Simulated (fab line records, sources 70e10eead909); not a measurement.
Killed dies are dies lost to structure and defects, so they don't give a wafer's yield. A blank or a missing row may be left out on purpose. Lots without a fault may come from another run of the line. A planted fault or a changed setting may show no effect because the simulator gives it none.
Which tool did it? | flow nand_harc | 6 lots, 18 wafers sampled, at 4 steps of a route of 1302

WHAT THE GAUGES READ, wafer by wafer
NHARC_END_SORT_01.
lot  | measured     | on        | killed_at_periphery
L693 | day 27 14:08 | prober-01 | 0 1 3
L702 | day 28 05:04 | prober-02 | 10 8 4

WHICH TOOL RAN EACH LOT (tool, then ch and the chambers of the sampled wafers, then the start)
lot  | NHARC_P_M0_PRE_CLEAN_31         | NHARC_P_M1_ETCH_28                 | NHARC_P_M1_PVD_21
L694 | pecvd-03 ch 0,2, day 7 01:26    | rie_diel-05 ch 0,2, day 7 03:27    | pvd_sputter-02, no start
L696 | pecvd-03 ch 0,2, day 7 17:52    | rie_diel-01 ch 0,1,3, day 7 20:02  | pvd_sputter-01, no start
L693 | pecvd-03 ch 0,1,2, day 8 15:41  | rie_diel-01 ch 0,1,2, day 8 17:42  | pvd_sputter-03, day 27 14:08 or earlier
L702 | pecvd-03 ch 0,1,2, day 10 07:39 | rie_diel-05 ch 0,3, day 10 09:48   | pvd_sputter-03, day 28 05:04 or earlier
L711 | pecvd-03 ch 0,1,2, day 13 22:46 | rie_diel-05 ch 0,1,3, day 14 00:58 | pvd_sputter-01, no start
L714 | pecvd-03 ch 0,2, day 15 05:58   | rie_diel-05 ch 0,1,3, day 15 07:58 | pvd_sputter-02, no start
- NHARC_P_M0_PRE_CLEAN_31: time 12 s.
- NHARC_P_M1_ETCH_28: etches the open film in CF4/N2, target depth 30 nm, time 72.99 s.
- NHARC_P_M1_PVD_21: deposits Cu, target thk 30 nm, time 20.49 s.

THE ANSWER, worked out from the rows above alone
Rule: what is usual is taken from the lots themselves. Put in order of their means at a reading, lots are off if they are a third of the lots or fewer, leave a main group of 4 or more, and stand apart from it by a gap of 3 or more times the standard deviation of the main group's means; of several such gaps the widest counts. A main group whose means are all the same, to the digits that the tables above print for the reading, isn't used. A lot without any number at a reading at which 4 lots or more have one is off too. The other lots that the step has rows for count as sound.
No lot is off at any reading shown: from this, nothing can be told.

WHAT THE SIMULATOR HAD PUT IN
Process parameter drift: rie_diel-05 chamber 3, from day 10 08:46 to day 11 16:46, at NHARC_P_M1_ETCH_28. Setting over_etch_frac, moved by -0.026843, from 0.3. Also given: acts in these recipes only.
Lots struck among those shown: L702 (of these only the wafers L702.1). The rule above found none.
